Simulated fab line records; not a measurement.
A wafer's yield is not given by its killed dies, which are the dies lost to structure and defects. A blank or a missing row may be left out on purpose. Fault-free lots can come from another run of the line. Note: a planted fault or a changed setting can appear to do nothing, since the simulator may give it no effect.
A struck lot beside a sound one || flow n5-finfet || 16 steps out of a route of 1938
Sound: the wafers L243.2, L243.3, L243.4. Struck: wafer L249.3 (L249.1, L249.6, from the same lot, were not struck and are left out); the cause is given at the end.
At each step with rows: each side's tool, then ch and its chambers, then its first start. Under that, the readings that differ: sound wafers || struck wafers || difference of the means || sigmas: that difference in standard deviations of wafers without a fault.
alike: readings with means less than 2 such deviations apart, plus words and numbers identical on both sides. not compared: withheld readings, readings lacking a value on some wafer, bounds such as >300 that could conceal the same value, and numbers that have no deviation in the record and whose values overlap.
The two part at a step that has a row with sigmas, a row that says differs or no value, or rows on one side only. Numbers that have no deviation but don't overlap get no sigmas and don't part them. A reading that every wafer of one side lacks parts them only if that side has two wafers or more.

N5_ZERO_LAYER_PECVD_02: deposits SiO2 from SiH4/N2O, target thk 10 nm, time 6 s.
  sound on pecvd-03 ch 0,2, day 2 18:17; struck on pecvd-04 ch 0, day 4 06:27
  alike: heater-power-w, showerhead-plenum-p-Torr, showerhead-vpp-V
then, 8 steps without rows for these wafers: N5_ZERO_LAYER_HMDS_04 (time 60 s); N5_ZERO_LAYER_COAT_05 (resist thk 1000 nm); N5_ZERO_LAYER_EBR_07; N5_ZERO_LAYER_SOFTBAKE_06 (time 90 s); N5_ZERO_LAYER_EXPOSE_08 (exposes mask ZERO, defocus 0 nm, target cd 2000 nm); N5_ZERO_LAYER_PEB_09; N5_ZERO_LAYER_DEVELOP_10 (develop time 60 s); N5_ZERO_LAYER_HARDBAKE_23 (time 120 s).
N5_ZERO_LAYER_CD_MEAS_11: the cd target is 2000 nm.
  sound on cd-sem-01 ch 0, day 2 18:39; struck on cd-sem-01 ch 0, day 4 06:50
  alike: cd-nm
N5_ZERO_LAYER_DESCUM_16: chemistry O2, time 7.9 s.
  sound on rie-diel-02 ch 0,2,3, day 2 18:41; struck on rie-diel-02 ch 0, day 4 07:26
  alike: chamber-pressure-mTorr, drypump-motor-current-A, oes-product-au, rf-vpp-V, showerhead-plenum-p-Torr, throttle-valve-pct
  not compared: rf-hours-counter-h
N5_ZERO_LAYER_ETCH_17: etches SiO2 in CF4, target depth 12 nm, time 13.3 s.
  sound on rie-diel-02 ch 0,2,3, day 2 18:43; struck on rie-diel-02 ch 0, day 4 07:28
  alike: bias-w, chamber-pressure-mTorr, drypump-motor-current-A, mfc-ar-sccm, oes-product-au, rf-vpp-V, showerhead-plenum-p-Torr, throttle-valve-pct
  not compared: rf-hours-counter-h
N5_ZERO_LAYER_ETCH_18: etches Si in HBr/Cl2, target depth 120 nm, time 40 s.
  sound on rie-si-04 ch 1,2,3, day 2 18:47; struck on rie-si-04 ch 1, day 4 07:32
{"reading": "bias-w (W)", "sound": "74.90 75.16 75.09", "struck": 80.03, "difference": "+4.98", "sigmas": "+24"}
{"reading": "rf-hours-counter-h (h)", "sound": "119 2 82", "struck": 120, "difference": "+52", "sigmas": ""}
  alike: chamber-pressure-mTorr, drypump-motor-current-A, oes-product-au, throttle-valve-pct
N5_ZERO_LAYER_STRIP_24: strips in O2.
  sound on plasma-asher-01 ch 0,1, day 2 18:54; struck on plasma-asher-01 ch 1, day 4 07:38
  alike: chamber-pressure-mTorr, drypump-motor-current-A, heater-power-w, oes-product-au, strip-time-to-endpoint-s
  not compared: rf-hours-counter-h
-- the record jumps here: 7 days lie between the struck wafers' starts before and after (it left off in module ZERO_LAYER and takes up again in module BEOL_M4, whose first step shown is number 1111 of the route) --
N5_BEOL_M4_RC_MEAS_101:
  sound on prober-02 ch 0, day 10 06:31; struck on prober-02 ch 0, day 11 11:14
  alike: DIBL_N, DIBL_P, IOFF_N, IOFF_P, ION_N, ION_P, SS_N, SS_P, VT_N, VT_P
-- record jumps: 4 days separate the struck wafers' starts on either side; left off in module BEOL_M4, taken up again in module PASSIVATION, whose first shown step is the route's number 1936 --
N5_PASSIVATION_PROBE_49:
  sound on prober-01, day 14 15:14; struck on prober-02, day 15 21:47
{"reading": "killed_at_M4_up", "sound": "26 22 18", "struck": 6, "difference": -16, "sigmas": -3}
{"reading": "sort_bin_6_memory (%)", "sound": "3.6 3.6 2.8", "struck": 4.9, "difference": "+1.6", "sigmas": "+2"}
  alike: defect-limited-yield, killed_at_M0_to_M3, killed-at-contacts, killed-at-front-end, killed-at-other, killed-dies, killed-open, killed-short, sort_bin_4_leakage, sort_bin_5_function, sort_bin_8_speed, sort-n-pass, sort-yield-pct

== WHERE THEY PART ==
Last at N5_PASSIVATION_PROBE_49 as far as this record goes, first at N5_ZERO_LAYER_ETCH_18.

WHY: whatever the simulator had introduced
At N5_ZERO_LAYER_ETCH_18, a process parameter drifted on rie-si-04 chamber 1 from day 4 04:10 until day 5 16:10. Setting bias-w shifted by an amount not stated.
